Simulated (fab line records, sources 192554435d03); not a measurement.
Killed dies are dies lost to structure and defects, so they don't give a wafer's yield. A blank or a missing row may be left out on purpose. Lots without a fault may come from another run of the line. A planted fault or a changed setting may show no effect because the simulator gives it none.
fab line records | flow n5_finfet
record lots=24 wafers=72 last_day=18
route steps=1938 shown BEOL_M1@793 BEOL_M2@855
lots that met no fault: from a run of the same line without faults
start_h: hours from the record's first day to the start of the lot's first wafer shown | wait_h: hours since the lot's step before | " the same as in the row above | L1.1+2: a row that stands for several wafers | - no value, or no start given | * or withheld: withheld | < > ~ a bound
route shown NAME@n: a module of which the file shows steps, and the number in the route of the first | usual: mean/standard deviation of fault-free wafers | same: alike in all rows | chamber/n: place in a boat | sites: the reading at each site | _std_site: their standard deviation | _edge_site: outer sites' mean less inner sites' | radius_mm: how far each site lies from the wafer's centre | mask NAME#n: copy n | behind: the tool/chamber that last shaped the wafer | hold: why the lot was held/for how many hours/how that ended | device: the transistor (n, p or np) that didn't switch | end of line: the same wafers' tests at the end of the route | a step without rows: its recipe alone | killed: dies lost to structure and defects at the first sort, not the wafer's yield | map: a wafer's dies, x killed, . not, _ none there
set.NAME: the setting as run; set.NAME@STEP: as run at that earlier step | model.NAME: the simulator's own value behind a step, which no gauge read
steps of the route over a sample of lots; a table a step, a row a wafer
services: from which hour (start_h, from the record's first day; less than 0 if before it) a tool's chamber was out of use, for how many hours, and why
## steps
# step N5_BEOL_M1_ETCHBACK_99
# recipe chemistry=CHF3 target=SiO2 target_depth_a=50 time_s=10.4 source_w=215 bias_w=47 Ar_flow_sccm=200 CHF3_flow_sccm=12 ion_energy_ev=100 pressure_mtorr=30
# usual drypump_motor_current_A=5.7/0.42 oes_f_703_au=0.79/0.084 oes_product_au=0.80/0.082 rf_vpp_V=240/4.9 showerhead_plenum_p_Torr=2.13/0.079 throttle_valve_pct=17.10/0.18
# columns lot.wafer tool chamber start_h wait_h drypump_motor_current_A oes_f_703_au oes_product_au rf_hours_counter_h rf_vpp_V showerhead_plenum_p_Torr throttle_valve_pct
L074.3 rie_diel-02 2 153.71 0.4 5.7 0.69 0.70 217 245 2.14 17.07
L074.4 " 1 " " 5.2 0.90 0.92 17 238 2.11 16.67
L074.5 " 2 " " 5.8 0.69 0.70 - 244 2.14 17.04
L075.2 rie_diel-02 0 157.92 4.1 5.0 0.79 0.79 140 233 1.99 17.21
L075.3 " 2 " " 5.7 0.68 0.70 218 245 2.14 17.05
L075.5 " 1 " " 5.2 0.89 0.93 - 237 2.11 16.65
L076.1 rie_diel-04 1 157.95 3.9 6.2 0.83 0.82 90 235 2.18 16.98
L076.2 " 0 " " 6.3 0.78 0.79 105 244 2.01 17.20
L076.4 " 0 " " 6.4 0.78 0.78 - 244 2.01 17.22
L077.4 rie_diel-03 3 158.14 3.9 6.3 0.84 0.83 - 235 2.28 17.18
L077.5 " 2 " " 5.7 0.85 0.86 - 238 2.18 16.99
L077.6 " 0 " " 5.4 0.73 0.73 - 242 2.15 17.46
L078.2 rie_diel-03 2 164.45 9.8 5.7 0.85 0.86 51 239 2.18 16.98
L078.3 " 0 " " 5.4 0.72 0.72 180 242 2.15 17.48
L078.6 " 0 " " 5.4 0.73 0.73 - 241 2.15 17.46
L079.2 rie_diel-02 3 167.25 11.4 5.4 0.72 0.74 156 249 2.15 17.09
L079.3 " 1 " " 5.2 0.89 0.91 21 238 2.11 16.67
L079.4 " 2 " " 5.8 0.68 0.69 221 245 2.13 17.05
L080.2 rie_diel-03 3 167.29 6.6 6.3 0.83 0.82 98 234 2.28 17.20
L080.4 " 2 " " 5.7 0.85 0.85 - 237 2.17 16.99
L080.5 " 0 " " 5.4 0.73 0.72 - 240 2.15 17.48
L081.2 rie_diel-04 3 170.65 0.8 6.1 0.98 0.98 3 240 2.12 16.93
L081.5 " 0 " " 6.4 0.77 0.78 - 244 2.01 17.22
L081.6 " 3 " " 6.0 0.99 0.99 - 240 2.12 16.92
L082.1 rie_diel-04 1 171.81 1.9 6.2 0.82 0.81 96 237 2.17 16.99
L082.2 " 0 " " 6.4 0.77 0.78 111 244 2.01 17.21
L082.6 " 3 " " 6.0 0.99 0.97 - 239 2.12 16.93
L083.4 rie_diel-03 3 182.82 4.5 6.3 0.83 0.81 103 235 2.28 17.20
L083.5 " 1 " " 5.8 1.00 0.98 - 233 2.22 16.93
L083.6 " 2 " " 5.7 0.84 0.84 - 239 2.17 16.97
L085.1 rie_diel-02 2 205.50 8.6 5.7 0.68 0.69 232 244 2.13 17.08
L085.4 " 3 " " 5.5 0.71 0.73 - 249 2.14 17.12
L085.5 " 2 " " 5.7 0.68 0.69 - 245 2.13 17.07
L084.2 rie_diel-02 2 208.84 13.7 5.8 0.68 0.68 233 245 2.13 17.09
L084.4 " 2 " " 5.8 0.68 0.69 - 244 2.13 17.07
L084.6 " 3 " " 5.5 0.71 0.73 - 249 2.14 17.09
L086.1 rie_diel-02 2 214.01 13.1 5.8 0.68 0.68 235 244 2.13 17.09
L086.4 " 2 " " 5.8 0.68 0.68 - 243 2.13 17.07
L086.6 " 3 " " 5.4 0.70 0.72 - 248 2.14 17.12
L087.1 rie_diel-02 1 218.78 11.2 5.2 0.87 0.89 33 237 2.11 16.69
L087.2 " 3 " " 5.4 0.70 0.72 172 248 2.14 17.11
L087.3 " 0 " " 5.0 0.77 0.76 159 235 1.99 17.23
L088.1 rie_diel-04 1 218.85 11.1 6.2 0.81 0.80 112 237 2.17 17.03
L088.3 " 2 " " 5.5 0.90 0.93 10 237 2.20 16.91
L088.4 " 3 " " 6.0 0.93 0.93 19 239 2.11 16.96
L089.4 rie_diel-02 1 222.39 7.3 5.2 0.87 0.88 34 237 2.11 16.71
L089.5 " 0 " " 5.0 0.77 0.77 - 234 1.99 17.24
L089.6 " 3 " " 5.4 0.70 0.73 - 249 2.14 17.12
L090.1 rie_diel-04 0 228.94 12.0 6.3 0.75 0.76 130 245 2.00 17.26
L090.2 " 3 " " 6.0 0.93 0.92 22 239 2.11 16.95
L090.3 " 1 " " 6.2 0.81 0.79 115 235 2.17 17.04
L091.1 rie_diel-04 1 229.30 1.0 6.2 0.80 0.79 115 237 2.17 17.03
L091.3 " 2 " " 5.5 0.90 0.93 13 237 2.20 16.89
L091.6 " 0 " " 6.3 0.76 0.76 - 244 2.00 17.24
L092.1 rie_diel-03 2 237.43 1.3 5.7 0.82 0.83 74 237 2.17 17.04
L092.4 " 1 " " 5.8 0.93 0.93 19 231 2.21 16.94
L092.5 " 2 " " 5.7 0.81 0.84 - 237 2.17 17.02
L093.1 rie_diel-02 0 240.84 1.4 5.0 0.77 0.77 166 235 1.98 17.23
L093.4 " 2 " " 5.7 0.67 0.68 244 244 2.13 17.11
L093.6 " 2 " " 5.7 0.67 0.67 - 244 2.13 17.10
L094.2 rie_diel-04 0 254.21 1.9 6.3 0.75 0.75 135 242 2.00 17.26
L094.3 " 3 " " 6.0 0.92 0.90 28 239 2.11 16.97
L094.6 " 2 " " 5.5 0.89 0.91 - 237 2.20 16.91
L095.2 rie_diel-04 1 265.95 7.9 6.2 0.80 0.77 123 238 2.16 17.03
L095.4 " 3 " " 6.0 0.90 0.90 30 239 2.11 16.97
L095.5 " 0 " " 6.3 0.75 0.75 - 243 2.00 17.28
L097.2 rie_diel-03 1 273.47 8.7 5.8 0.92 0.91 27 233 2.21 16.97
L097.3 " 3 " " 6.3 0.80 0.78 130 233 2.27 17.23
L097.5 " 1 " " 5.8 0.92 0.91 - 232 2.21 16.96
L096.3 rie_diel-03 2 280.78 6.5 5.7 0.82 0.81 83 239 2.16 17.03
L096.4 " 3 " " 6.3 0.80 0.78 131 233 2.27 17.26
L096.6 " 2 " " 5.7 0.81 0.82 - 236 2.16 17.04
# step N5_BEOL_M1_PRE_CLEAN_45
# recipe gas=H2/He time_s=30 temp_c=250
# usual heater_power_w=316/21
# columns lot.wafer tool chamber start_h wait_h heater_power_w
L074.3 pvd_sputter-01 - 154.87 0.0 309
L074.4 " - " " 329
L074.5 " - " " 336
L075.2 pvd_sputter-03 - 158.92 0.0 311
L075.3 " - " " 335
L075.5 " - " " 318
L076.1 pvd_sputter-01 - 158.95 0.0 330
L076.2 " - " " 291
L076.4 " - " " 334
L077.4 pvd_sputter-03 - 159.02 0.0 294
L077.5 " - " " 318
L077.6 " - " " 332
L078.2 pvd_sputter-01 - 165.21 0.0 349
L078.3 " - " " 329
L078.6 " - " " 337
L079.2 pvd_sputter-01 - 168.22 0.0 304
L079.3 " - " " 309
L079.4 " - " " 336
L080.2 pvd_sputter-03 - 168.28 0.0 290
L080.4 " - " " 337
L080.5 " - " " 294
L081.2 pvd_sputter-01 - 171.62 0.0 342
L081.5 " - " " 298
L081.6 " - " " 309
L082.1 pvd_sputter-01 - 172.66 0.0 317
L082.2 " - " " 299
L082.6 " - " " 337
L083.4 pvd_sputter-02 - 183.74 0.0 314
L083.5 " - " " 313
L083.6 " - " " 358
L085.1 pvd_sputter-03 - 206.51 0.0 324
L085.4 " - " " 334
L085.5 " - " " 312
L084.2 pvd_sputter-02 - 209.99 0.0 306
L084.4 " - " " 359
L084.6 " - " " 305
L086.1 pvd_sputter-02 - 215.15 0.0 279
L086.4 " - " " 357
L086.6 " - " " 281
L087.1 pvd_sputter-03 - 219.67 0.0 339
L087.2 " - " " 328
L087.3 " - " " 320
L088.1 pvd_sputter-02 - 219.76 0.0 359
L088.3 " - " " 315
L088.4 " - " " 281
L089.4 pvd_sputter-02 - 223.36 0.0 284
L089.5 " - " " 289
L089.6 " - " " 284
L090.1 pvd_sputter-03 - 229.91 0.0 329
L090.2 " - " " 341
L090.3 " - " " 321
L091.1 pvd_sputter-01 - 230.40 0.0 332
L091.3 " - " " 301
L091.6 " - " " 343
L092.1 pvd_sputter-01 - 238.23 0.0 331
L092.4 " - " " 304
L092.5 " - " " 343
L093.1 pvd_sputter-01 - 241.65 0.0 303
L093.4 " - " " 300
L093.6 " - " " 297
L094.2 pvd_sputter-03 - 255.24 0.0 321
L094.3 " - " " 334
L094.6 " - " " 293
L095.2 pvd_sputter-02 - 266.64 0.0 298
L095.4 " - " " 299
L095.5 " - " " 296
L097.2 pvd_sputter-01 - 274.74 0.0 335
L097.3 " - " " 302
L097.5 " - " " 302
L096.3 pvd_sputter-02 - 282.24 0.0 352
L096.4 " - " " 279
L096.6 " - " " 359
# step N5_BEOL_M1_DEP_57
# recipe material=SiCN target_thk_a=80 temp_c=withheld precursor=3MS/NH3 pressure_torr=3 rf_w=202 time_s=14
# usual showerhead_plenum_p_Torr=3.662/0.014 throttle_valve_pct=8.9/0.62
# columns lot.wafer tool chamber start_h wait_h showerhead_plenum_p_Torr throttle_valve_pct
L074.3 pecvd-02 0 158.44 0.0 3.656 8.9
L074.4 " 2 " " 3.662 8.0
L074.5 " 0 " " 3.656 9.1
L075.2 pecvd-02 1 162.42 0.0 3.670 9.5
L075.3 " 0 " " 3.672 8.9
L075.5 " 2 " " 3.661 8.2
L076.1 pecvd-02 1 164.03 0.0 3.672 9.3
L076.2 " 0 " " 3.655 8.6
L076.4 " 0 " " 3.652 9.0
L077.4 pecvd-02 2 164.29 0.0 3.667 7.9
L077.5 " 1 " " 3.677 9.5
L077.6 " 0 " " 3.657 8.8
L078.2 pecvd-02 2 168.57 0.0 3.663 8.0
L078.3 " 1 " " 3.676 9.5
L078.6 " 0 " " 3.658 9.0
L079.2 pecvd-01 2 171.58 0.0 3.657 9.3
L079.3 " 1 " " 3.640 9.7
L079.4 " 2 " " 3.654 9.0
L080.2 pecvd-02 1 171.76 0.0 3.679 9.3
L080.4 " 0 " " 3.646 8.9
L080.5 " 2 " " 3.665 8.0
L081.2 pecvd-02 0 175.08 0.0 3.655 8.7
L081.5 " 0 " " 3.660 8.6
L081.6 " 1 " " 3.674 9.4
L082.1 pecvd-01 0 176.06 0.0 3.660 8.7
L082.2 " 1 " " 3.639 9.8
L082.6 " 2 " " 3.654 9.1
L083.4 pecvd-01 1 187.10 0.0 3.637 9.9
L083.5 " 2 " " 3.652 9.3
L083.6 " 0 " " 3.666 8.8
L085.1 pecvd-01 0 210.31 0.0 3.663 8.9
L085.4 " 0 " " 3.664 8.6
L085.5 " 0 " " 3.662 8.5
L084.2 pecvd-04 0 213.53 0.0 3.674 9.6
L084.4 " 0 " " 3.660 9.2
L084.6 " 2 " " 3.659 8.0
L086.1 pecvd-01 1 221.67 0.0 3.634 9.9
L086.4 " 1 " " 3.636 9.9
L086.6 " 0 " " 3.660 8.5
L087.1 pecvd-02 0 223.16 0.0 3.654 8.7
L087.2 " 2 " " 3.663 7.7
L087.3 " 1 " " 3.679 9.3
L088.1 pecvd-02 1 223.41 0.0 3.670 9.4
L088.3 " 2 " " 3.653 7.9
L088.4 " 1 " " 3.687 9.4
L089.4 pecvd-01 0 228.03 0.0 3.666 8.7
L089.5 " 1 " " 3.640 9.9
L089.6 " 0 " " 3.662 8.6
L090.1 pecvd-02 2 233.56 0.0 3.664 8.0
L090.2 " 1 " " 3.682 9.3
L090.3 " 1 " " 3.670 9.3
L091.1 pecvd-01 0 234.97 0.0 3.652 8.7
L091.3 " 2 " " 3.648 8.6
L091.6 " 1 " " 3.630 9.7
L092.1 pecvd-04 0 241.72 0.0 3.666 9.4
L092.4 " 2 " " 3.674 7.9
L092.5 " 0 " " 3.676 9.4
L093.1 pecvd-04 1 246.69 0.0 3.680 9.0
L093.4 " 0 " " 3.664 9.5
L093.6 " 2 " " 3.676 8.0
L094.2 pecvd-02 1 258.74 0.0 3.680 9.6
L094.3 " 2 " " 3.665 8.4
L094.6 " 1 " " 3.682 9.5
L095.2 pecvd-02 1 270.14 0.0 3.670 9.3
L095.4 " 2 " " 3.667 8.0
L095.5 " 1 " " 3.677 9.7
L097.2 pecvd-02 0 278.33 0.0 3.664 8.7
L097.3 " 1 " " 3.682 9.2
L097.5 " 0 " " 3.658 8.8
L096.3 pecvd-04 1 285.83 0.0 3.677 9.0
L096.4 " 1 " " 3.681 9.1
L096.6 " 0 " " 3.669 9.2
# step N5_BEOL_M2_OVL_MEAS_12
# recipe points_per_wafer=522
# usual M2_OVL=-0.2/0.51
# columns lot.wafer tool chamber start_h wait_h M2_OVL[nm]
L074.3 overlay-02 0 159.92 0.0 0.1
L074.4 " 0 " " 0.3
L074.5 " 0 " " 0.2
L075.2 overlay-02 0 164.35 0.0 -0.5
L075.3 " 0 " " -0.8
L075.5 " 0 " " -0.5
L076.1 overlay-01 0 164.98 0.0 0.7
L076.2 " 0 " " 0.5
L076.4 " 0 " " -0.8
L077.4 overlay-02 0 165.40 0.0 0.3
L077.5 " 0 " " 0.4
L077.6 " 0 " " -0.7
L078.2 overlay-01 0 171.70 0.0 -1.0
L078.3 " 0 " " 0.4
L078.6 " 0 " " 0.8
L079.2 overlay-02 0 172.65 0.0 -0.4
L079.3 " 0 " " -0.4
L079.4 " 0 " " -0.1
L080.2 overlay-01 0 172.95 0.0 0.7
L080.4 " 0 " " 0.1
L080.5 " 0 " " 0.2
L081.2 overlay-02 0 176.01 0.0 0.8
L081.5 " 0 " " -0.4
L081.6 " 0 " " 0.1
L082.1 overlay-01 0 178.47 0.0 0.1
L082.2 " 0 " " -0.7
L082.6 " 0 " " -0.1
L083.4 overlay-02 0 188.19 0.0 0.5
L083.5 " 0 " " 0.5
L083.6 " 0 " " 0.3
L085.1 overlay-01 0 213.30 0.0 -0.2
L085.4 " 0 " " -0.3
L085.5 " 0 " " 0.1
L084.2 overlay-02 0 214.25 0.0 -1.1
L084.4 " 0 " " -0.3
L084.6 " 0 " " -0.4
L086.1 overlay-01 0 223.52 0.0 0.0
L086.4 " 0 " " -0.1
L086.6 " 0 " " 0.4
L087.1 overlay-01 0 224.46 0.0 -0.4
L087.2 " 0 " " 0.1
L087.3 " 0 " " -0.9
L088.1 overlay-02 0 226.35 0.0 -0.9
L088.3 " 0 " " -0.2
L088.4 " 0 " " -1.1
L089.4 overlay-01 0 229.83 0.0 -0.3
L089.5 " 0 " " -0.7
L089.6 " 0 " " -0.2
L090.1 overlay-01 0 236.06 0.0 -0.6
L090.2 " 0 " " 0.1
L090.3 " 0 " " -0.7
L091.1 overlay-01 0 236.79 0.0 -0.6
L091.3 " 0 " " -0.3
L091.6 " 0 " " 0.0
L092.1 overlay-01 0 242.44 0.0 -0.6
L092.4 " 0 " " -0.9
L092.5 " 0 " " -0.3
L093.1 overlay-02 0 247.59 0.0 -0.7
L093.4 " 0 " " 0.4
L093.6 " 0 " " -0.7
L094.2 overlay-02 0 263.32 0.0 0.2
L094.3 " 0 " " 0.5
L094.6 " 0 " " 0.3
L095.2 overlay-01 0 273.35 0.0 0.5
L095.4 " 0 " " 0.4
L095.5 " 0 " " 0.9
L097.2 overlay-02 0 280.21 0.0 -0.8
L097.3 " 0 " " -0.9
L097.5 " 0 " " -0.9
L096.3 overlay-01 0 287.13 0.0 -0.1
L096.4 " 0 " " 0.0
L096.6 " 0 " " -0.3
# step N5_BEOL_M2_STRIP_19
# recipe chemistry=O2 power_w=400 temp_c=40 pressure_mtorr=30 rf_frequency_hz=6e+07 bias_power_w=0 overash_fraction=0.2 o2_flow_sccm=225
# usual drypump_motor_current_A=5.7/0.41 oes_product_au=0.81/0.084 rf_vpp_V=3.6/0.43 showerhead_plenum_p_Torr=2.10/0.069 throttle_valve_pct=16.65/0.18
# columns lot.wafer tool chamber start_h wait_h drypump_motor_current_A oes_product_au rf_hours_counter_h rf_vpp_V showerhead_plenum_p_Torr throttle_valve_pct
L074.3 rie_diel-05 1 160.37 0.1 5.9 0.93 30 3.6 2.04 16.63
L074.4 " 0 " " 5.7 0.81 91 2.9 2.12 16.33
L074.5 " 0 " " 5.7 0.81 - 3.9 2.12 16.33
L075.2 rie_diel-01 3 164.80 0.1 5.6 0.70 217 3.6 2.17 16.95
L075.3 " 2 " " 4.9 0.94 22 3.1 2.16 16.49
L075.5 " 1 " " 6.1 0.85 - 2.8 2.12 16.67
L076.1 rie_diel-05 3 165.44 0.1 6.3 0.68 241 3.9 2.14 16.83
L076.2 " 1 " " 5.8 0.91 31 3.5 2.04 16.63
L076.4 " 2 " " 5.8 0.87 44 3.4 2.05 16.78
L077.4 rie_diel-01 0 165.84 0.1 5.4 0.87 60 2.7 2.15 16.61
L077.5 " 1 " " 6.1 0.85 - 4.3 2.12 16.65
L077.6 " 2 " " 4.9 0.93 - 4.0 2.16 16.49
L078.2 rie_diel-06 0 173.21 0.1 5.3 0.75 155 4.1 2.10 16.84
L078.3 " 2 " " 5.3 0.88 48 3.9 2.22 16.48
L078.6 " 1 " " 6.2 0.71 - 3.4 1.98 16.66
L079.2 rie_diel-05 0 173.47 0.1 5.7 0.81 95 3.8 2.12 16.33
L079.3 " 1 " " 5.9 0.91 35 3.8 2.04 16.63
L079.4 " 3 " " 6.3 0.68 243 3.4 2.14 16.83
L080.2 rie_diel-05 3 173.51 0.1 6.3 0.68 243 3.7 2.14 16.82
L080.4 " 0 " " 5.8 0.80 95 3.1 2.12 16.33
L080.5 " 0 " " 5.8 0.80 - 3.9 2.12 16.33
L081.2 rie_diel-06 2 176.47 0.1 5.3 0.86 50 4.1 2.22 16.48
L081.5 " 1 " " 6.2 0.71 - 4.5 1.98 16.67
L081.6 " 2 " " 5.2 0.86 - 3.9 2.22 16.47
L082.1 rie_diel-06 1 178.96 0.1 6.2 0.71 210 3.4 1.98 16.67
L082.2 " 0 " " 5.3 0.74 158 3.3 2.09 16.84
L082.6 " 1 " " 6.1 0.70 - 4.0 1.98 16.66
L083.4 rie_diel-05 1 188.70 0.1 5.9 0.90 40 4.0 2.03 16.62
L083.5 " 2 " " 5.8 0.86 - 3.2 2.05 16.80
L083.6 " 3 " " 6.3 0.67 - 3.7 2.13 16.82
L085.1 rie_diel-05 2 214.17 0.2 5.7 0.85 61 3.3 2.05 16.82
L085.4 " 1 " " 5.9 0.88 49 3.6 2.03 16.65
L085.5 " 2 " " 5.7 0.85 - 3.8 2.05 16.82
L084.2 rie_diel-01 1 214.70 0.1 6.1 0.83 95 3.7 2.12 16.68
L084.4 " 3 " " 5.6 0.68 236 3.8 2.16 16.98
L084.6 " 3 " " 5.6 0.68 - 3.2 2.16 16.98
L086.1 rie_diel-06 0 224.00 0.1 5.3 0.73 174 3.5 2.09 16.88
L086.4 " 2 " " 5.3 0.84 66 3.7 2.22 16.50
L086.6 " 1 " " 6.2 0.69 - 3.9 1.97 16.71
L087.1 rie_diel-06 0 224.92 0.1 5.3 0.73 174 4.0 2.09 16.88
L087.2 " 3 " " 5.1 0.92 11 3.0 2.16 16.61
L087.3 " 2 " " 5.3 0.84 67 3.6 2.22 16.50
L088.1 rie_diel-05 1 226.86 0.1 5.9 0.87 54 3.6 2.03 16.66
L088.3 " 3 " " 6.3 0.92 6 3.4 2.13 16.42
L088.4 " 2 " " 5.8 0.85 65 3.7 2.05 16.83
L089.4 rie_diel-01 0 230.49 0.1 5.4 0.83 83 2.8 2.14 16.64
L089.5 " 1 " " 6.1 0.81 - 3.8 2.12 16.70
L089.6 " 2 " " 4.9 0.88 - 4.0 2.16 16.56
L090.1 rie_diel-05 0 236.52 0.1 5.8 0.77 118 3.4 2.11 16.38
L090.2 " 3 " " 6.2 0.91 10 3.6 2.13 16.43
L090.3 " 1 " " 5.9 0.87 57 3.7 2.03 16.66
L091.1 rie_diel-06 0 237.26 0.1 5.3 0.72 180 4.3 2.09 16.89
L091.3 " 1 " " 6.2 0.69 233 3.9 1.97 16.72
L091.6 " 2 " " 5.3 0.84 - 3.6 2.21 16.53
L092.1 rie_diel-05 0 243.68 0.2 5.7 0.78 119 3.6 2.11 16.38
L092.4 " 2 " " 5.8 0.85 70 3.4 2.05 16.84
L092.5 " 2 " " 5.8 0.84 - 4.5 2.05 16.83
L093.1 rie_diel-05 0 248.05 0.1 5.7 0.77 121 3.4 2.11 16.38
L093.4 " 3 " " 6.3 0.91 12 4.0 2.13 16.43
L093.6 " 0 " " 5.8 0.78 - 3.8 2.11 16.39
L094.2 rie_diel-05 2 264.17 0.1 5.7 0.83 76 2.6 2.04 16.85
L094.3 " 1 " " 5.9 0.87 65 4.2 2.03 16.68
L094.6 " 3 " " 6.2 0.90 - 3.2 2.13 16.44
L095.2 rie_diel-06 3 274.00 0.2 5.1 0.90 22 3.3 2.16 16.62
L095.4 " 0 " " 5.3 0.72 195 3.3 2.08 16.91
L095.5 " 0 " " 5.3 0.72 - 3.7 2.08 16.92
L097.2 rie_diel-06 2 280.66 0.1 5.3 0.82 88 2.8 2.21 16.54
L097.3 " 1 " " 6.1 0.68 248 4.0 1.96 16.75
L097.5 " 1 " " 6.1 0.67 - 4.0 1.96 16.76
L096.3 rie_diel-06 2 287.58 0.1 5.3 0.81 90 3.8 2.21 16.56
L096.4 " 0 " " 5.3 0.71 - 3.4 2.08 16.92
L096.6 " 2 " " 5.3 0.81 - 3.6 2.21 16.54
# step N5_BEOL_M2_INSPECT_30
# recipe mode=adi inspect_instrument=brightfield
# usual raw_defect_count=419/94
# columns lot.wafer tool chamber start_h wait_h raw_defect_count
L074.3 defect_inspect-01 - 160.97 0.0 446
L074.4 " - " " 449
L074.5 " - " " 416
L075.2 defect_inspect-02 - 165.28 0.0 459
L075.3 " - " " 337
L075.5 " - " " 701
L076.1 defect_inspect-02 - 165.91 0.1 539
L076.2 " - " " 529
L076.4 " - " " 398
L077.4 defect_inspect-02 - 166.45 0.0 311
L077.5 " - " " 327
L077.6 " - " " 414
L078.2 defect_inspect-02 - 173.81 0.0 365
L078.3 " - " " 358
L078.6 " - " " 383
L079.2 defect_inspect-02 - 174.08 0.0 571
L079.3 " - " " 311
L079.4 " - " " 374
L080.2 defect_inspect-01 - 174.26 0.0 306
L080.4 " - " " 357
L080.5 " - " " 432
L081.2 defect_inspect-02 - 177.07 0.0 477
L081.5 " - " " 387
L081.6 " - " " 400
L082.1 defect_inspect-02 - 179.43 0.1 463
L082.2 " - " " 447
L082.6 " - " " 365
L083.4 defect_inspect-02 - 189.18 0.0 242
L083.5 " - " " 336
L083.6 " - " " 244
L085.1 defect_inspect-02 - 214.65 0.1 428
L085.4 " - " " 470
L085.5 " - " " 387
L084.2 defect_inspect-01 - 215.18 0.0 325
L084.4 " - " " 440
L084.6 " - " " 350
L086.1 defect_inspect-02 - 224.47 0.1 446
L086.4 " - " " 502
L086.6 " - " " 538
L087.1 defect_inspect-01 - 225.39 0.1 490
L087.2 " - " " 482
L087.3 " - " " 696
L088.1 defect_inspect-01 - 227.34 0.1 457
L088.3 " - " " 348
L088.4 " - " " 341
L089.4 defect_inspect-01 - 231.10 0.0 418
L089.5 " - " " 380
L089.6 " - " " 279
L090.1 defect_inspect-02 - 236.99 0.1 582
L090.2 " - " " 524
L090.3 " - " " 410
L091.1 defect_inspect-02 - 237.74 0.1 359
L091.3 " - " " 453
L091.6 " - " " 448
L092.1 defect_inspect-02 - 244.15 0.1 439
L092.4 " - " " 569
L092.5 " - " " 597
L093.1 defect_inspect-02 - 248.53 0.1 487
L093.4 " - " " 383
L093.6 " - " " 352
L094.2 defect_inspect-01 - 264.65 0.0 357
L094.3 " - " " 257
L094.6 " - " " 324
L095.2 defect_inspect-01 - 274.48 0.0 364
L095.4 " - " " 550
L095.5 " - " " 460
L097.2 defect_inspect-01 - 281.27 0.0 312
L097.3 " - " " 293
L097.5 " - " " 307
L096.3 defect_inspect-02 - 288.18 0.0 406
L096.4 " - " " 429
L096.6 " - " " 399
## services
# columns tool chamber start_h hours kind
pecvd-01 - 132.82 0.8 repair
pvd_sputter-02 - 140.26 0.6 repair
pecvd-04 - 144.83 28.1 pm
rie_diel-03 1 144.94 3.3 repair
rie_diel-06 3 166.60 - clean
rie_diel-06 3 166.60 - consumable_replace:focus_ring
pecvd-01 - 167.36 1.7 repair
rie_diel-05 3 194.37 - clean
rie_diel-05 3 194.37 - consumable_replace:focus_ring
rie_diel-05 3 194.37 13.7 scheduled_down
rie_diel-05 3 194.37 13.7 vent_cycle
rie_diel-02 - 197.02 0.7 repair
pecvd-01 - 200.16 2.8 pm
rie_diel-02 1 204.40 10.7 repair
rie_diel-06 3 225.92 16.6 repair
pecvd-02 0 226.37 5.5 scheduled_down
pecvd-02 0 233.12 2.1 scheduled_down
rie_diel-03 0 239.43 7.2 repair
pecvd-01 - 258.95 5.1 repair
rie_diel-02 0 259.82 6.2 repair
rie_diel-01 3 263.49 2.6 repair
rie_diel-02 2 266.34 - clean
rie_diel-02 2 266.34 - consumable_replace:focus_ring
rie_diel-04 2 277.56 5.6 repair
## key
fault none
